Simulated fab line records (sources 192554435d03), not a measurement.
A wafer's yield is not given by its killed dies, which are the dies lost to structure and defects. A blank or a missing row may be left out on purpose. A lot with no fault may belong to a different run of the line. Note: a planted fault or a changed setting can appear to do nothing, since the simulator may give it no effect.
Matching of chambers + flow n5-finfet + N5_BEOL_M5_ETCH_75 on rie-diel-05 has 4 sister chambers
The step etches underlayer in N2/H2, target depth 6.5 nm, time 5.2 s. 4 wafers are shown with their chamber, then 12 later ones without.

WAFERS WITH THEIR CHAMBER
| wafer  | chamber | showerhead-plenum-p-Torr (Torr) |
|--------|---------|---------------------------------|
| L087.3 | 2       | 2.60                            |
| L089.2 | 0       | 2.40                            |
| L090.3 | 3       | 2.42                            |
| L090.6 | 1       | 2.34                            |

WAFERS WITHOUT THEIR CHAMBER
| wafer  | showerhead-plenum-p-Torr (Torr) |
|--------|---------------------------------|
| L092.2 | 2.33                            |
| L092.4 | 2.42                            |
| L092.5 | 2.42                            |
| L094.3 | 2.33                            |
| L094.5 | 2.39                            |
| L094.6 | 2.33                            |
| L096.1 | 2.39                            |
| L096.4 | 2.60                            |
| L096.5 | 2.42                            |
| L097.3 | 2.39                            |
| L097.4 | 2.33                            |
| L097.5 | 2.33                            |

THE CHAMBER EACH PASSED THROUGH
| wafer  | from the rows above | in truth |
|--------|---------------------|----------|
| L092.2 | 1                   | 1        |
| L092.4 | 3                   | 3        |
| L092.5 | 3                   | 3        |
| L094.3 | 1                   | 1        |
| L094.5 | 0                   | 0        |
| L094.6 | 1                   | 1        |
| L096.1 | 0                   | 0        |
| L096.4 | 2                   | 2        |
| L096.5 | 3                   | 3        |
| L097.3 | 0                   | 0        |
| L097.4 | 1                   | 1        |
| L097.5 | 1                   | 1        |
12 of 12 placed correctly. Not placeable from these rows: 0. 0 placed wrongly.
How it was worked out, from the rows above alone: a wafer's distance from a chamber is the root of the sum, over the readings, of the square of ((its reading less the chamber's mean) divided by the reading's scatter). If the next closest chamber is less than 2 further off than the closest, the wafer can't be placed; otherwise it belongs to the closest. The mean given for a chamber averages the wafers shown for that chamber. The scatter: root of mean squared gap, hidden wafer to nearest shown wafer, with one shown wafer a chamber.
